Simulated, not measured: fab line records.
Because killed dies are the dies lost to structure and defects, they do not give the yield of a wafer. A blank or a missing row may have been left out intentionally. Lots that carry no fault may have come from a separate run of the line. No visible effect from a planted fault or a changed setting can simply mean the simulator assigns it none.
fab line records -- flow nandHarc -- part 2 of 2: steps 5 to 6 of 6
record: lots: 22, wafers: 66, lastDay: 34
route steps=1302 shown A_STAIRCASE@673
lots that met no fault: from a run of the same line without faults
startH: start of the lot's first displayed wafer, in hours after the record's first day -- waitH: time in hours since the lot's previous step -- " unchanged from the row above -- L1.1+2: several wafers, shown together as one row -- - value missing, or start not given -- * or withheld: withheld -- < > ~ a bound
route shown NAME@n: a module of which the file shows steps, and the number in the route of the first -- usual: mean/standard deviation taken from wafers without a fault -- same: alike in all rows -- chamber/n: place in a boat -- sites: per-site readings -- _std_site: their standard deviation -- _edge_site: the outer-site mean with the inner-site mean subtracted -- radiusMm: how far each site lies from the wafer's centre -- mask NAME#n: copy n -- behind: tool/chamber where the wafer was last shaped -- hold: reason for holding the lot/hours on hold/outcome of the hold -- device: which transistor (n, p or np) failed to switch -- end of line: tests of these same wafers at the route's end -- where a step has no rows: the recipe by itself -- killed: dies that structure and defects cost at the first sort, which is not the same as the wafer's yield -- map: the dies of a wafer, with x for killed, . for not killed, _ for no die there
set.NAME: the setting the step ran with; set.NAME@STEP: the setting that earlier step ran with -- model.NAME: the simulator's own value behind a step, which no gauge read
steps of the route over a sample of lots; a table a step, a row a wafer
services: the hour from which a tool's chamber was out of use, counted from the record's first day as startH (under 0 if before that day), plus the number of hours and why
== steps ==
step: NHARC_A_STAIRCASE_TRIM_198
recipe: timeS: 211.2, o2FlowSccm: 500, arFlowSccm: 0, biasW: 0, chemistry: O2
usual: drypumpMotorCurrentA: 5.8/0.48, oesProductAu: 1.004/0.011, rfVppV: 57.9/0.89, showerheadPlenumPTorr: 3.56/0.16, throttleValvePct: 17.036/0.0085
same: biasW: 0
lot.wafer,tool,chamber,startH,waitH,drypumpMotorCurrentA,oesProductAu,rfHoursCounterH,rfVppV,showerheadPlenumPTorr,throttleValvePct
L074.2,rieDiel-13,2,-,-,5.1,1.002,1,58.5,3.66,17.046
L074.6,rieDiel-13,3,-,-,6.4,0.990,-,57.3,3.37,17.048
L074.5,rieDiel-13,0,-,-,5.1,0.992,-,58.3,3.75,17.041
L075.3,rieDiel-09,3,-,-,6.0,1.009,12,56.2,3.29,17.033
L075.4,rieDiel-09,0,-,-,4.9,1.003,12,57.7,3.53,17.031
L075.6,rieDiel-09,2,-,-,6.2,1.004,-,59.0,3.51,17.026
L076.4,rieDiel-06,1,-,-,6.0,1.001,20,58.7,3.60,17.023
L076.3,rieDiel-06,2,-,-,5.2,0.994,21,58.6,3.77,17.038
L076.6,rieDiel-06,1,-,-,5.9,1.000,-,58.5,3.60,17.023
L078.4,rieDiel-06,1,-,-,6.0,1.006,23,56.6,3.60,17.035
L078.1,rieDiel-06,3,-,-,6.4,1.011,25,58.1,3.47,17.034
L078.5,rieDiel-06,1,-,-,6.0,1.006,-,58.8,3.60,17.026
L077.3,rieDiel-09,3,-,-,6.0,1.001,20,55.6,3.28,17.035
L077.2,rieDiel-09,1,-,-,5.8,1.013,21,58.4,3.80,17.051
L077.5,rieDiel-09,2,-,-,6.2,1.000,-,58.8,3.50,17.026
L080.3,rieDiel-09,3,-,-,6.0,1.003,27,57.4,3.28,17.034
L080.6,rieDiel-09,3,-,-,6.0,1.003,-,57.1,3.28,17.039
L080.5,rieDiel-09,1,-,-,5.8,1.013,-,59.2,3.79,17.048
L079.2,rieDiel-13,3,-,-,6.4,0.988,20,57.7,3.36,17.030
L079.6,rieDiel-13,3,-,-,6.4,0.995,-,57.3,3.36,17.049
L079.5,rieDiel-13,0,-,-,5.0,0.986,-,58.8,3.73,17.045
L081.2,rieDiel-13,0,-,-,5.1,0.994,24,59.0,3.73,17.033
L081.3,rieDiel-13,2,-,-,5.1,1.009,26,57.5,3.64,17.026
L081.5,rieDiel-13,0,-,-,5.0,0.998,-,58.1,3.73,17.050
L082.1,rieDiel-09,3,-,-,6.0,1.006,37,57.2,3.27,17.025
L082.4,rieDiel-09,2,-,-,6.2,1.001,30,57.5,3.50,17.040
L082.6,rieDiel-09,0,-,-,4.9,1.018,-,58.3,3.51,17.033
L083.1,rieDiel-09,3,-,-,6.0,1.003,46,58.1,3.27,17.047
L083.5,rieDiel-09,2,-,-,6.2,1.000,-,57.6,3.49,17.034
L083.6,rieDiel-09,3,-,-,6.0,1.007,-,58.7,3.27,17.033
L084.3,rieDiel-09,1,-,-,5.8,1.018,40,59.4,3.78,17.046
L084.1,rieDiel-09,3,-,-,6.0,1.003,47,56.2,3.27,17.052
L084.5,rieDiel-09,2,-,-,6.1,0.995,-,58.8,3.49,17.038
L086.4,rieDiel-09,3,-,-,6.0,1.018,56,58.0,3.26,17.042
L086.3,rieDiel-09,0,-,-,4.9,1.018,44,56.8,3.51,17.026
L086.1,rieDiel-09,1,-,-,5.8,1.018,49,58.5,3.78,17.037
L085.4,rieDiel-06,2,-,-,5.2,0.998,47,59.0,3.75,17.040
L085.2,rieDiel-06,3,-,-,6.4,1.001,46,58.0,3.45,17.020
L085.6,rieDiel-06,2,-,-,5.2,0.997,-,59.1,3.75,17.029
L087.4,rieDiel-06,1,-,-,5.9,0.998,2,58.3,3.59,17.040
L087.2,rieDiel-06,2,-,-,5.2,0.998,2,58.6,3.75,17.029
L087.6,rieDiel-06,3,-,-,6.4,0.996,-,57.0,3.45,17.034
L088.2,rieDiel-13,0,-,-,5.1,0.991,56,57.6,3.71,17.025
L088.1,rieDiel-13,2,-,-,5.1,1.006,57,56.9,3.63,17.038
L088.5,rieDiel-13,3,-,-,6.4,1.004,-,58.2,3.34,17.023
L089.4,rieDiel-06,2,-,-,5.2,1.007,9,58.0,3.75,17.036
L089.5,rieDiel-06,2,-,-,5.2,1.005,-,57.2,3.75,17.040
L089.6,rieDiel-06,3,-,-,6.5,1.004,-,57.6,3.45,17.024
L093.2,rieDiel-09,0,-,-,5.0,1.012,11,56.1,3.50,17.022
L093.3,rieDiel-09,3,-,-,6.0,1.030,14,59.8,3.80,17.039
L093.6,rieDiel-09,0,-,-,5.0,1.001,-,57.8,3.50,17.028
L091.1,rieDiel-06,1,-,-,5.9,1.012,20,56.3,3.58,17.037
L091.5,rieDiel-06,1,-,-,6.0,1.001,-,58.8,3.58,17.036
L091.4,rieDiel-06,3,-,-,6.4,0.994,-,57.6,3.44,17.028
L094.4,rieDiel-09,2,-,-,6.2,0.997,23,58.0,3.47,17.042
L094.5,rieDiel-09,1,-,-,5.8,1.030,-,56.9,3.77,17.025
L094.6,rieDiel-09,2,-,-,6.2,1.000,-,58.0,3.47,17.039
L095.2,rieDiel-06,3,-,-,6.4,1.012,28,56.9,3.44,17.045
L095.3,rieDiel-06,1,-,-,6.0,1.003,26,57.3,3.57,17.039
L095.6,rieDiel-06,0,-,-,5.8,1.015,-,57.3,3.52,17.040
L096.3,rieDiel-13,0,-,-,5.1,0.990,20,58.4,3.70,17.048
L096.4,rieDiel-13,2,-,-,5.1,0.987,20,57.8,3.61,17.030
L096.5,rieDiel-13,1,-,-,5.4,0.987,-,56.2,3.55,17.027
L097.4,rieDiel-06,1,-,-,6.0,0.995,32,58.5,3.57,17.054
L097.3,rieDiel-06,3,-,-,6.4,0.999,32,56.5,3.44,17.042
L097.6,rieDiel-06,2,-,-,5.2,1.006,-,56.7,3.74,17.045
step: NHARC_A_STAIRCASE_TRIM_202
recipe: timeS: 211.2, o2FlowSccm: 500, arFlowSccm: 0, biasW: 0, chemistry: O2
usual: drypumpMotorCurrentA: 5.8/0.5, oesProductAu: 1.005/0.01, rfVppV: 57.9/0.78, showerheadPlenumPTorr: 3.56/0.15, throttleValvePct: 17.036/0.0095
same: biasW: 0
lot.wafer,tool,chamber,startH,waitH,drypumpMotorCurrentA,oesProductAu,rfHoursCounterH,rfVppV,showerheadPlenumPTorr,throttleValvePct
L074.2,rieDiel-13,0,-,-,5.1,0.998,1,58.7,3.75,17.023
L074.5,rieDiel-13,0,-,-,5.0,1.005,-,57.3,3.75,17.033
L074.6,rieDiel-13,1,-,-,5.3,0.997,-,57.2,3.59,17.041
L075.4,rieDiel-09,2,-,-,6.2,1.009,12,58.4,3.51,17.039
L075.3,rieDiel-09,1,-,-,5.8,1.021,12,58.5,3.80,17.034
L075.6,rieDiel-09,3,-,-,6.0,1.017,-,56.6,3.29,17.020
L076.3,rieDiel-06,3,-,-,6.5,0.995,22,58.6,3.47,17.046
L076.4,rieDiel-06,0,-,-,5.8,0.983,21,58.8,3.55,17.031
L076.6,rieDiel-06,0,-,-,5.8,0.992,-,57.3,3.55,17.051
L078.4,rieDiel-06,0,-,-,5.8,0.992,24,57.2,3.55,17.049
L078.1,rieDiel-06,2,-,-,5.2,0.986,24,57.4,3.77,17.035
L078.5,rieDiel-06,0,-,-,5.9,1.005,-,57.9,3.54,17.024
L077.3,rieDiel-09,3,-,-,6.0,1.002,21,57.5,3.28,17.047
L077.2,rieDiel-09,0,-,-,4.9,1.003,21,58.1,3.52,17.051
L077.5,rieDiel-09,0,-,-,4.9,1.016,-,57.4,3.52,17.039
L080.3,rieDiel-09,0,-,-,4.9,1.015,27,58.1,3.52,17.032
L080.5,rieDiel-09,1,-,-,5.8,1.031,-,59.4,3.79,17.039
L080.6,rieDiel-09,3,-,-,6.0,1.007,-,57.5,3.28,17.024
L079.2,rieDiel-13,0,-,-,5.1,0.987,19,58.2,3.73,17.048
L079.5,rieDiel-13,2,-,-,5.1,1.000,-,58.8,3.65,17.039
L079.6,rieDiel-13,3,-,-,6.4,0.995,-,56.7,3.36,17.036
L081.2,rieDiel-13,3,-,-,6.4,0.986,26,58.6,3.36,17.045
L081.3,rieDiel-13,1,-,-,5.4,1.002,25,58.3,3.58,17.029
L081.5,rieDiel-13,3,-,-,6.4,0.992,-,57.0,3.36,17.039
L082.1,rieDiel-09,1,-,-,5.8,1.027,33,58.1,3.79,17.020
L082.4,rieDiel-09,2,-,-,6.2,1.004,30,57.9,3.50,17.034
L082.6,rieDiel-09,0,-,-,4.9,1.010,-,57.9,3.51,17.032
L083.1,rieDiel-09,3,-,-,6.0,1.011,46,56.6,3.27,17.050
L083.5,rieDiel-09,3,-,-,6.0,1.013,-,57.0,3.27,17.046
L083.6,rieDiel-09,1,-,-,5.8,1.033,-,58.1,3.79,17.030
L084.1,rieDiel-09,2,-,-,6.2,0.999,40,58.7,3.49,17.056
L084.3,rieDiel-09,3,-,-,6.0,1.006,47,57.0,3.27,17.029
L084.5,rieDiel-09,1,-,-,5.8,1.023,-,57.9,3.78,17.036
L086.1,rieDiel-09,1,-,-,5.8,1.006,49,58.0,3.78,17.035
L086.4,rieDiel-09,2,-,-,6.2,0.999,49,58.6,3.49,17.044
L086.3,rieDiel-09,0,-,-,4.9,1.013,44,58.2,3.51,17.035
L085.2,rieDiel-06,3,-,-,6.4,0.989,46,56.9,3.45,17.036
L085.4,rieDiel-06,0,-,-,5.8,1.006,46,57.6,3.53,17.042
L085.6,rieDiel-06,3,-,-,6.4,1.013,-,58.2,3.45,17.049
L087.4,rieDiel-06,3,-,-,6.5,0.989,2,57.9,3.45,17.054
L087.2,rieDiel-06,1,-,-,6.0,0.997,2,58.8,3.59,17.012
L087.6,rieDiel-06,0,-,-,5.8,1.011,-,57.9,3.53,17.028
L088.1,rieDiel-13,1,-,-,5.4,0.999,55,57.9,3.56,17.049
L088.2,rieDiel-13,3,-,-,6.4,0.996,55,58.5,3.34,17.028
L088.5,rieDiel-13,1,-,-,5.4,0.999,-,57.3,3.56,17.029
L089.4,rieDiel-06,1,-,-,6.0,1.002,10,58.2,3.58,17.047
L089.6,rieDiel-06,0,-,-,5.8,1.007,-,58.9,3.53,17.029
L089.5,rieDiel-06,1,-,-,6.0,0.994,-,58.7,3.58,17.035
L093.2,rieDiel-09,3,-,-,6.0,1.024,14,59.2,3.80,17.025
L093.3,rieDiel-09,2,-,-,6.2,1.001,15,57.6,3.48,17.026
L093.6,rieDiel-09,0,-,-,4.9,1.000,-,57.9,3.50,17.030
L091.1,rieDiel-06,0,-,-,5.8,1.004,20,57.0,3.52,17.035
L091.4,rieDiel-06,1,-,-,6.0,1.002,-,57.8,3.58,17.033
L091.5,rieDiel-06,3,-,-,6.4,1.009,-,56.2,3.44,17.024
L094.4,rieDiel-09,0,-,-,4.9,0.998,22,59.1,3.50,17.033
L094.5,rieDiel-09,3,-,-,6.0,1.022,-,59.0,3.79,17.035
L094.6,rieDiel-09,0,-,-,4.9,0.988,-,57.8,3.50,17.045
L095.2,rieDiel-06,2,-,-,5.2,1.011,23,57.5,3.74,17.024
L095.3,rieDiel-06,0,-,-,5.8,1.008,28,56.7,3.52,17.049
L095.6,rieDiel-06,2,-,-,5.2,1.003,-,59.1,3.74,17.048
L096.4,rieDiel-13,2,-,-,5.1,0.986,20,58.0,3.61,17.038
L096.3,rieDiel-13,1,-,-,5.4,1.006,16,56.9,3.55,17.052
L096.5,rieDiel-13,2,-,-,5.1,0.993,-,58.2,3.61,17.027
L097.4,rieDiel-06,2,-,-,5.2,1.002,29,57.3,3.74,17.043
L097.3,rieDiel-06,3,-,-,6.4,1.001,32,58.9,3.43,17.040
L097.6,rieDiel-06,3,-,-,6.4,1.003,-,56.5,3.44,17.040
== services ==
tool,chamber,startH,hours,kind
rieDiel-09,0,329.23,-,clean
rieDiel-09,0,329.23,-,consumableReplace:focusRing
rieDiel-09,1,329.23,-,clean
rieDiel-09,1,329.23,-,consumableReplace:showerhead
rieDiel-09,2,329.23,-,clean
rieDiel-09,3,329.23,-,clean
rieDiel-13,2,330.57,2.8,repair
rieDiel-13,-,343.51,9.0,pm
rieDiel-09,0,353.73,-,clean
rieDiel-09,1,353.73,-,clean
rieDiel-09,2,353.73,-,clean
rieDiel-09,3,353.73,-,clean
rieDiel-09,0,378.94,-,clean
rieDiel-09,2,403.14,7.8,repair
rieDiel-06,3,422.45,7.5,repair
rieDiel-06,-,425.03,0.3,repair
rieDiel-09,2,427.96,6.4,repair
rieDiel-13,3,438.47,4.7,repair
rieDiel-06,2,442.72,2.9,repair
rieDiel-09,0,459.93,16.0,repair
rieDiel-13,-,478.05,0.4,repair
rieDiel-06,-,484.85,9.0,pm
rieDiel-09,-,497.23,9.0,pm
rieDiel-13,1,534.71,5.6,repair
